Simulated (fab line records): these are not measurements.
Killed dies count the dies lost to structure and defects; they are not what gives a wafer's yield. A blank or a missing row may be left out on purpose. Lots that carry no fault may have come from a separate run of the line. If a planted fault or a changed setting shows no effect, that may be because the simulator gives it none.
fab line records    flow n5Finfet
[record] lots = 6  wafers = 18  lastDay = 17
route steps=1938 shown BEOL_M4@1041 PASSIVATION@1936
lots that met no fault: taken from a fault-free run of the same line
startH: hours from the record's opening day to when the first of the lot's shown wafers began    waitH: time in hours since the lot's previous step    " repeats the value in the row above    L1.1+2: several wafers, shown together as one row    - no value, or no start was given    * or withheld: withheld    < > ~ a bound
route shown NAME@n: names a module that has steps shown in the file, with the first one's number in the route    usual: mean/standard deviation of fault-free wafers    same: alike in all rows    chamber/n: place in a boat    sites: the reading at each site    _std_site: how widely they spread, as a standard deviation    _edge_site: the outer-site mean with the inner-site mean subtracted    radiusMm: how far each site lies from the wafer's centre    mask NAME#n: copy n    behind: tool/chamber where the wafer was last shaped    hold: cause of the lot's hold/its duration in hours/its outcome    device: transistor that didn't switch, given as n, p or np    end of line: tests of these same wafers at the route's end    where a step has no rows: the recipe by itself    killed: not the wafer's yield, but the dies lost to structure and defects at the first sort    map: a wafer's dies, x killed, . not, _ none there
set.NAME: the setting the step ran with; set.NAME@STEP: the setting that earlier step ran with    model.NAME: the simulator's own value behind a step, which no gauge read
lots seen at some steps along the route; tables by step, rows by wafer
services: when a tool's chamber went out of use (startH, in hours from the record's first day, below 0 if earlier), for how many hours, and the reason
[[steps]]
[step N5_BEOL_M4_STRIP_65]
[recipe] chemistry = N2/H2  tempC = 40  n2FlowSccm = 200  h2FlowSccm = 200  rfFrequencyHz = 6e+07
[step N5_BEOL_M4_STRIP_75]
[recipe] chemistry = N2/H2  tempC = 40  n2FlowSccm = 200  h2FlowSccm = 200  rfFrequencyHz = 6e+07
[step N5_BEOL_M4_STRIP_66]
[recipe] chemistry = CF4  resist = SiARC  powerW = 300  biasPowerW = 75  pressureMtorr = 50  cf4FlowSccm = 150  rfFrequencyHz = 6e+07
[usual] drypumpMotorCurrentA = 5.7/0.43  oesProductAu = 0.77/0.073  rfVppV = 271.5/1.8  showerheadPlenumPTorr = 1.82/0.066  throttleValvePct = 13.61/0.27
lot.wafer  tool        chamber  startH  waitH  drypumpMotorCurrentA  oesProductAu  rfHoursCounterH  rfVppV  showerheadPlenumPTorr  throttleValvePct
L132.2     rieDiel-01  0        184.38  0.0    5.6                   0.74          180              269.1   1.72                   13.84
L132.3     "           1        "       "      5.6                   0.84          55               272.7   1.89                   13.35
L132.6     "           1        "       "      5.6                   0.84          -                273.5   1.89                   13.34
L136.2     rieDiel-01  1        213.17  0.0    5.6                   0.82          68               273.2   1.89                   13.37
L136.4     "           3        "       "      6.2                   0.75          144              272.1   1.87                   13.63
L136.6     "           3        "       "      6.2                   0.75          -                273.4   1.87                   13.64
L137.1     rieDiel-06  2        219.20  0.0    5.4                   0.72          188              272.9   1.85                   13.98
L137.3     "           3        "       "      6.4                   0.75          146              271.8   1.80                   13.85
L137.4     "           1        "       "      5.0                   0.87          29               268.7   1.75                   13.33
L139.1     rieDiel-02  1        226.83  0.0    6.5                   0.69          238              272.2   1.83                   13.77
L139.3     "           3        "       "      5.8                   0.73          152              268.0   1.72                   13.47
L139.4     "           0        "       "      5.5                   0.91          15               274.3   1.90                   13.14
L150.2     rieDiel-06  1        291.08  0.0    5.0                   0.84          49               270.0   1.75                   13.38
L150.5     "           1        "       "      5.0                   0.85          -                271.4   1.75                   13.37
L150.6     "           0        "       "      5.7                   0.83          -                270.4   1.75                   13.41
L151.2     rieDiel-02  3        297.95  0.0    5.9                   0.71          174              269.3   1.72                   13.51
L151.4     "           0        "       "      5.5                   0.87          37               273.4   1.89                   13.19
L151.5     "           0        "       "      5.5                   0.87          -                273.5   1.89                   13.19
[step N5_BEOL_M4_HM_OPEN_17]
[recipe] chemistry = Cl2/BCl3  targetDepthA = 200  overetchA = 60  target = TiN  maskMaterial = SOC  ionEnergyEv = 150  pressureMtorr = 10  icpW = 1000  biasW = 126  Cl2_flow_sccm = 53.25  bcl3FlowSccm = 21.75  Ar_flow_sccm = 25
[usual] drypumpMotorCurrentA = 5.7/0.36  oesProductAu = 0.64/0.063  throttleValvePct = 22.02/0.14
lot.wafer  tool         chamber  startH  waitH  drypumpMotorCurrentA  oesProductAu  rfHoursCounterH  throttleValvePct
L132.2     rieMetal-02  0        184.42  0.0    5.2                   0.80          4                21.83
L132.3     "            0        "       "      5.2                   0.80          -                21.83
L132.6     "            0        "       "      5.2                   0.80          -                21.84
L136.2     rieMetal-03  1        213.21  0.0    5.8                   0.61          70               22.09
L136.4     "            0        "       "      5.4                   0.62          -                22.14
L136.6     "            0        "       "      5.4                   0.62          -                22.15
L137.1     rieMetal-03  0        219.24  0.0    5.4                   0.61          65               22.13
L137.3     "            1        "       "      5.8                   0.62          -                22.09
L137.4     "            0        "       "      5.4                   0.62          -                22.14
L139.1     rieMetal-02  0        226.87  0.0    5.2                   0.77          9                21.86
L139.3     "            0        "       "      5.2                   0.76          -                21.85
L139.4     "            1        "       "      6.0                   0.62          -                21.96
L150.2     rieMetal-03  1        291.12  0.0    5.8                   0.60          76               22.08
L150.5     "            1        "       "      5.8                   0.60          -                22.09
L150.6     "            0        "       "      5.4                   0.59          -                22.16
L151.2     rieMetal-02  0        297.99  0.0    5.2                   0.73          16               21.87
L151.4     "            1        "       "      6.0                   0.60          -                22.00
L151.5     "            0        "       "      5.2                   0.72          -                21.86
[step N5_BEOL_M4_STRIP_19]
[recipe] chemistry = O2  powerW = 400  tempC = 40  pressureMtorr = 30  rfFrequencyHz = 6e+07  biasPowerW = 0  overashFraction = 0.2  o2FlowSccm = 225
[usual] drypumpMotorCurrentA = 5.7/0.44  oesProductAu = 0.79/0.08  rfVppV = 3.6/0.48  showerheadPlenumPTorr = 2.11/0.082  throttleValvePct = 16.69/0.25
lot.wafer  tool        chamber  startH  waitH  drypumpMotorCurrentA  oesProductAu  rfHoursCounterH  rfVppV  showerheadPlenumPTorr  throttleValvePct
L132.2     rieDiel-01  1        184.80  0.3    5.6                   0.86          55               3.5     2.21                   16.39
L132.3     "           3        "       "      6.2                   0.77          130              3.6     2.19                   16.69
L132.6     "           0        "       "      5.6                   0.73          -                3.9     2.00                   16.90
L136.2     rieDiel-02  3        213.33  0.1    5.9                   0.74          148              3.2     2.01                   16.52
L136.4     "           1        "       "      6.5                   0.69          234              3.7     2.15                   16.81
L136.6     "           2        "       "      6.1                   0.77          -                4.6     2.20                   16.57
L137.1     rieDiel-01  3        219.39  0.1    6.2                   0.77          146              3.8     2.19                   16.69
L137.3     "           2        "       "      5.0                   0.69          246              3.3     2.15                   17.06
L137.4     "           1        "       "      5.6                   0.83          70               3.5     2.20                   16.41
L139.1     rieDiel-06  0        227.02  0.1    5.7                   0.89          37               3.8     2.05                   16.46
L139.3     "           2        "       "      5.4                   0.72          191              3.5     2.17                   17.06
L139.4     "           3        "       "      6.4                   0.76          148              3.7     2.09                   16.90
L150.2     rieDiel-06  3        291.24  0.1    6.4                   0.74          174              3.4     2.08                   16.95
L150.5     "           3        "       "      6.4                   0.73          -                3.7     2.08                   16.94
L150.6     "           0        "       "      5.7                   0.84          -                3.3     2.04                   16.51
L151.2     rieDiel-06  3        298.12  0.1    6.4                   0.74          176              4.5     2.08                   16.96
L151.4     "           2        "       "      5.4                   0.70          221              3.4     2.16                   17.13
L151.5     "           1        "       "      5.0                   0.86          -                4.6     2.03                   16.45
[step N5_BEOL_M4_CD_MEAS_18]
[recipe] pitchNm = 36  targetCdNm = 18
[usual] cdNm = 18.05/0.3
lot.wafer  tool      chamber  startH  waitH  cdNm
L132.2     cdSem-01  -        184.87  0.1    18.14
L132.3     "         -        "       "      18.18
L132.6     "         -        "       "      18.27
L136.2     cdSem-01  -        213.40  0.1    18.00
L136.4     "         -        "       "      18.05
L136.6     "         -        "       "      18.32
L137.1     cdSem-02  -        219.46  0.0    17.67
L137.3     "         -        "       "      17.76
L137.4     "         -        "       "      17.80
L139.1     cdSem-03  -        227.09  0.0    18.04
L139.3     "         -        "       "      18.87
L139.4     "         -        "       "      18.50
L150.2     cdSem-02  -        291.32  0.1    17.76
L150.5     "         -        "       "      17.64
L150.6     "         -        "       "      18.25
L151.2     cdSem-02  -        298.19  0.1    18.18
L151.4     "         -        "       "      17.86
L151.5     "         -        "       "      18.10
[step N5_BEOL_M4_COAT_67]
[recipe] resist = SOC  tempC = 250  timeS = 60  spinRpm = 1500  resistThkNm = 60
[step N5_BEOL_M4_COAT_68]
[recipe] resist = SiARC  tempC = 220  timeS = 60  spinRpm = 1500  resistThkNm = 12
[step N5_BEOL_M4_COAT_76]
[recipe] resist = underlayer  tempC = 205  timeS = 60  spinRpm = 1500  resistThkNm = 5
[step N5_BEOL_M4_COAT_22]
[recipe] resist = CAR-EUV  spinRpm = 1500  resistThkNm = 30
[step N5_BEOL_M4_EBR_24]
[recipe] solvent = PGMEA  ebrWidthMm = 1.5
[step N5_BEOL_M4_SOFTBAKE_23]
[recipe] tempC = 110  timeS = 60  resist = CAR-EUV
[step N5_BEOL_M4_EXPOSE_25]
[recipe] maskId = V3  na = 0.33  sourceShape = quasar  sigmaInner = 0.2  sigmaOuter = 0.8  polarization = unpolarized  defocusNm = 5  doseMj = 63
[usual] exposureDoseMJCm2 = 62.81/0.052  reticleTempC = 23.01/0.13
lot.wafer  tool           chamber  startH  waitH  mask  exposureDoseMJCm2  reticleTempC
L132.2     euvScanner-02  0        185.18  -      V3#0  62.84              23.08
L132.3     "              0        "       "      V3#0  62.81              22.91
L132.6     "              0        "       "      V3#0  62.82              23.03
L136.2     euvScanner-02  0        213.70  -      V3#0  67.01              22.82
L136.4     "              0        "       "      V3#0  66.98              22.84
L136.6     "              0        "       "      V3#0  66.94              22.98
L137.1     euvScanner-02  0        219.64  -      V3#0  66.14              22.90
L137.3     "              0        "       "      V3#0  66.12              22.81
L137.4     "              0        "       "      V3#0  66.12              22.76
L139.1     euvScanner-01  0        227.39  -      V3#0  62.85              23.19
L139.3     "              0        "       "      V3#0  62.77              23.12
L139.4     "              0        "       "      V3#0  62.82              23.20
L150.2     euvScanner-01  0        291.62  -      V3#0  62.70              23.02
L150.5     "              0        "       "      V3#0  62.81              23.05
L150.6     "              0        "       "      V3#0  62.76              23.03
L151.2     euvScanner-01  0        298.37  -      V3#0  62.82              23.04
L151.4     "              0        "       "      V3#0  62.80              23.00
L151.5     "              0        "       "      V3#0  62.74              23.26
[step N5_BEOL_M4_PEB_26]
[recipe] pebTempC = 100  pebTimeS = 60  resist = CAR-EUV
[step N5_BEOL_M4_DEVELOP_27]
[recipe] developTimeS = 30  developer = TMAH  resist = CAR-EUV  rinseLiquid = surfactantRinse  dry = airSpin  devTempC = 23
[step N5_BEOL_M4_CD_MEAS_28]
[recipe] targetCdNm = 26.2  landingEnergyEv = 500  detector = seInlens  targetCdYNm = 24.1  polarity = opening
[usual] cdNm = 26.17/0.23
[same] landingEnergyEv = 500
lot.wafer  tool      chamber  startH  waitH  cdNm
L132.2     cdSem-03  0        185.31  -      26.54
L132.3     "         0        "       "      25.77
L132.6     "         0        "       "      26.05
L136.2     cdSem-02  0        213.84  -      27.56
L136.4     "         0        "       "      27.17
L136.6     "         0        "       "      27.25
L137.1     cdSem-01  0        219.78  -      27.08
L137.3     "         0        "       "      27.05
L137.4     "         0        "       "      27.10
L139.1     cdSem-01  0        227.54  -      26.64
L139.3     "         0        "       "      26.03
L139.4     "         0        "       "      26.32
L150.2     cdSem-02  0        291.76  -      26.37
L150.5     "         0        "       "      25.77
L150.6     "         0        "       "      26.19
L151.2     cdSem-02  0        298.51  -      26.13
L151.4     "         0        "       "      25.76
L151.5     "         0        "       "      26.19
[step N5_BEOL_M4_OVL_MEAS_29]
[recipe] pointsPerWafer = 522
[usual] V3_OVL = -0.1/0.59
lot.wafer  tool        chamber  startH  waitH  V3_OVL[nm]
L132.2     overlay-01  0        185.35  0.0    0.6
L132.3     "           0        "       "      1.1
L132.6     "           0        "       "      0.3
L136.2     overlay-02  0        213.88  0.0    1.0
L136.4     "           0        "       "      1.1
L136.6     "           0        "       "      0.3
L137.1     overlay-02  0        219.81  0.0    -0.2
L137.3     "           0        "       "      -0.1
L137.4     "           0        "       "      0.3
L139.1     overlay-02  0        227.57  0.0    0.0
L139.3     "           0        "       "      -0.8
L139.4     "           0        "       "      -0.1
L150.2     overlay-02  0        291.79  0.0    -0.9
L150.5     "           0        "       "      -0.5
L150.6     "           0        "       "      -0.3
L151.2     overlay-02  0        298.55  0.0    0.2
L151.4     "           0        "       "      0.3
L151.5     "           0        "       "      0.0
[step N5_BEOL_M4_RC_MEAS_101]
[usual] DIBL_N = 36.5/1.4  DIBL_P = 36.6/1.6  IOFF_N = 0.160/0.024  IOFF_P = 0.217/0.029  ION_N = 674/8.7  ION_P = 464/6.5  SS_N = 71.6/0.47  SS_P = 73.4/0.57  VT_N = 250.0/2.5  VT_P = -250/3.1
lot.wafer  tool       chamber  startH  waitH  DIBL_N[mV/V]  DIBL_P[mV/V]  IOFF_N[nA/um]  IOFF_P[nA/um]  ION_N[uA/um]  ION_P[uA/um]  SS_N[mV/dec]  SS_P[mV/dec]  VT_N[mV]  VT_P[mV]
L132.2     prober-01  0        195.49  0.2    37.3          37.8          0.193          0.267          688           481           71.8          72.7          245.2     -244
L132.3     "          0        "       "      36.4          37.2          0.182          0.263          688           479           71.7          73.4          246.1     -245
L132.6     "          0        "       "      36.7          37.0          0.184          0.254          690           476           71.8          72.3          249.1     -245
L136.2     prober-01  0        227.36  0.2    36.2          37.3          0.168          0.262          675           478           71.9          73.5          248.0     -241
L136.4     "          0        "       "      36.3          37.5          0.169          0.257          682           474           71.5          74.0          248.9     -243
L136.6     "          0        "       "      35.4          36.3          0.145          0.229          664           468           71.2          73.0          249.4     -243
L137.1     prober-02  0        233.87  0.0    36.0          33.3          0.136          0.197          669           465           71.3          72.4          251.6     -248
L137.3     "          0        "       "      38.4          36.2          0.192          0.230          677           463           71.5          73.5          246.7     -247
L137.4     "          0        "       "      35.9          33.6          0.137          0.186          667           459           71.5          72.3          248.8     -251
L139.1     prober-02  0        241.98  0.0    39.1          39.7          0.188          0.223          677           455           72.1          74.6          247.6     -252
L139.3     "          0        "       "      39.1          39.2          0.189          0.209          668           451           72.9          74.4          250.1     -252
L139.4     "          0        "       "      39.9          40.3          0.212          0.237          677           457           71.9          74.1          246.1     -251
L150.2     prober-01  0        301.30  0.2    35.7          38.0          0.155          0.196          675           458           72.1          73.3          251.8     -252
L150.5     "          0        "       "      35.5          38.1          0.153          0.204          680           462           71.6          73.2          251.5     -252
L150.6     "          0        "       "      37.5          41.2          0.203          0.257          684           467           71.7          73.7          249.2     -248
L151.2     prober-02  0        304.29  0.2    38.1          38.6          0.208          0.260          689           466           71.6          73.7          244.8     -247
L151.4     "          0        "       "      37.4          36.5          0.174          0.223          680           465           72.1          73.2          249.1     -249
L151.5     "          0        "       "      37.2          36.6          0.172          0.221          677           460           71.8          73.5          249.9     -250
[step N5_PASSIVATION_PROBE_49]
[usual] defectLimitedYield = 91.2/1.4  killed_at_M0_to_M3 = 34/9.4  killed_at_M4_up = 13/5.8  killedAtContacts = 13/6.4  killedAtFrontEnd = 41/11  killedAtOther = 3.1/2.3  killedDies = 103/16  killedOpen = 69/12  killedShort = 33/7.8  sort_bin_5_function = 5.1/0.91  sort_bin_6_memory = 3.3/0.63  sortNPass = 1077/16  sortYieldPct = 91.2/1.4
[same] grossDies = 1180  killedAtBackSide = 0  sort_bin_4_leakage[%] = 0  sort_bin_8_speed[%] = 0
lot.wafer  tool       chamber  startH  waitH  defectLimitedYield[%]  killed_at_M0_to_M3  killed_at_M4_up  killedAtContacts  killedAtFrontEnd  killedAtOther  killedDies  killedOpen  killedShort  sort_bin_5_function[%]  sort_bin_6_memory[%]  sortNPass  sortYieldPct[%]
L132.2     prober-02  -        295.19  0.1    92.2                   28                  9                16                33                6              92          62          30           5.1                     2.6                   1088       92.2
L132.3     prober-02  -        295.24  0.1    91.0                   36                  12               6                 49                3              106         54          50           5.8                     2.7                   1074       91.0
L132.6     prober-02  -        295.39  0.3    92.4                   39                  8                0                 36                7              90          54          33           4.2                     3.3                   1090       92.4
// killed by level:class
L132.2 MOL_CONTACT_COAG:geometricParticle:open=13 BEOL_M2:geometricParticle:open=12 FIN_SAQP:geometricParticle:open=7 DUMMY_GATE:geometricParticle:open=5 BEOL_M0_SAQP:geometricParticle:open=5 BEOL_M2:geometricParticle:short=5 GATE_CUT:geometricParticle:short=4 STI_FIN_REVEAL:geometricParticle:open=3
L132.3 BEOL_M0_SAQP:geometricParticle:short=12 GATE_CUT:geometricParticle:short=11 STI_FIN_REVEAL:geometricParticle:open=10 BEOL_M0_SAQP:geometricParticle:open=7 FIN_SAQP:geometricParticle:short=6 BEOL_M2:geometricParticle:short=6 FIN_SAQP:geometricParticle:open=5 MOL_CONTACT_COAG:geometricParticle:open=5
L132.6 DUMMY_GATE:geometricParticle:open=8 BEOL_M0_SAQP:geometricParticle:open=8 BEOL_M0:geometricParticle:open=8 BEOL_M3:geometricParticle:open=7 GATE_CUT:geometricParticle:short=6 BEOL_M0_SAQP:geometricParticle:short=5 BEOL_M2:geometricParticle:open=4 STARTING-WAFER:geometricParticle:open=3
[[services]]
tool           chamber  startH  hours  kind
rieDiel-02     -        161.27  0.4    repair
euvScanner-01  0        164.26  -      calibration
euvScanner-01  -        165.70  1.0    pm
rieDiel-02     0        168.03  -      clean
euvScanner-02  -        173.05  1.0    pm
rieDiel-01     2        185.30  17.7   repair
rieDiel-02     1        195.81  5.5    repair
rieDiel-02     3        198.03  6.0    repair
rieMetal-02    1        203.98  7.3    repair
euvScanner-01  -        217.10  1.0    pm
euvScanner-02  -        229.23  1.0    pm
rieDiel-01     2        231.57  -      clean
rieDiel-01     2        231.57  -      consumableReplace:focusRing
rieDiel-01     2        231.57  32.8   scheduledDown
rieDiel-01     2        231.57  32.8   ventCycle
rieDiel-02     -        241.53  15.6   pm
euvScanner-01  -        246.19  1.1    repair
euvScanner-01  -        249.21  4.6    pm
euvScanner-02  -        253.81  4.6    pm
euvScanner-02  -        265.88  0.3    repair
rieDiel-06     1        266.28  23.2   repair
euvScanner-01  -        273.25  1.0    pm
rieMetal-03    -        279.19  0.3    repair
euvScanner-02  -        285.35  1.0    pm
[[key]]
[firstSign] step = N5_BEOL_M4_EXPOSE_25  reading = exposureDoseMJCm2  direction = up  sigmas = 72  usual = 62.81  struck = 66.55
[effect] step = N5_BEOL_M4_CD_MEAS_28  reading = cdNm  direction = up  sigmas = 4.5  usual = 26.17  struck = 27.20  through = controlLoop
metAt N5_BEOL_M4_EXPOSE_25
struckWafers L136.2,L136.4,L136.6,L137.1,L137.3,L137.4
[loopTrim] step = N5_BEOL_M4_EXPOSE_25  setting = dose  lots = L137
onsetBetween 185.18 213.70
[fault] kind = processParameterDrift  tool = euvScanner-02  chamber = -  onsetH = 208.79  steps = N5_BEOL_M4_EXPOSE_25  channel = doseMj  offset = 4.148  shape = step  actsIn = theseRecipesOnly  stated = 63
// loopTrim: a control loop set the setting to another value than it would have without faults
